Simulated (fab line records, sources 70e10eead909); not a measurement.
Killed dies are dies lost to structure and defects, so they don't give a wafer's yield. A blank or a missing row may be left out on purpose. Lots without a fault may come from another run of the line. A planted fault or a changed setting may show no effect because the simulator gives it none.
Chamber matching | flow nand_harc | NHARC_A_SGD_CUT_ETCH_58 on rie_diel-13: 4 sister chambers
The step etches the open film in CF4, target depth 39 nm, time 65 s. 8 wafers are shown with their chamber, then 12 later ones without.

WAFERS WITH THEIR CHAMBER
wafer  | chamber | rf_vpp_V (V) | oes_product_au (a.u.)
L091.1 | 0       | 151.6        | 1.002
L091.5 | 3       | 150.9        | 1.003
L090.2 | 3       | 151.7        | 1.002
L090.3 | 2       | 153.0        | 1.001
L090.5 | 1       | 150.4        | 1.004
L092.1 | 2       | 152.9        | 1.009
L092.5 | 0       | 150.6        | 1.001
L092.6 | 1       | 149.7        | 0.999

WAFERS WITHOUT THEIR CHAMBER
wafer  | rf_vpp_V (V) | oes_product_au (a.u.)
L093.1 | 151.9        | 1.003
L093.2 | 150.1        | 1.005
L093.3 | 150.1        | 0.987
L094.2 | 152.5        | 0.996
L094.4 | 150.5        | 1.004
L094.5 | 151.1        | 1.008
L096.1 | 151.3        | 1.007
L096.3 | 150.4        | 1.011
L096.6 | 151.5        | 1.002
L095.3 | 151.6        | 0.996
L095.4 | 152.4        | 0.987
L095.6 | 151.2        | 0.989

WHICH CHAMBER EACH WENT THROUGH
wafer  | from the rows above               | in truth
L093.1 | can't be placed: 3 or 0 or 2      | 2
L093.2 | can't be placed: 1 or 0 or 3      | 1
L093.3 | can't be placed: 1 or 0 or 3      | 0
L094.2 | can't be placed: 2 or 3 or 0      | 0
L094.4 | can't be placed: 1 or 0 or 3      | 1
L094.5 | can't be placed: 3 or 0 or 1      | 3
L096.1 | can't be placed: 3 or 0 or 1 or 2 | 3
L096.3 | can't be placed: 1 or 3 or 0      | 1
L096.6 | can't be placed: 3 or 0           | 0
L095.3 | can't be placed: 0 or 3 or 1 or 2 | 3
L095.4 | can't be placed: 0 or 3 or 2 or 1 | 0
L095.6 | can't be placed: 0 or 3 or 1      | 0
Placed correctly: 0 of 12. Can't be placed from these rows: 12 (the true chamber is among the candidates in 12). Placed wrongly: 0.
How it was worked out, from the rows above alone: a wafer's distance from a chamber is the root of the sum, over the readings, of the square of ((its reading less the chamber's mean) divided by the reading's scatter). The wafer belongs to the nearest chamber; if the next one is less than 2 further off, it can't be placed. A chamber's mean is the mean of its shown wafers. The scatter: the root of (the sum of the squares of (reading less its chamber's mean) over the shown wafers, divided by (wafers less chambers)).
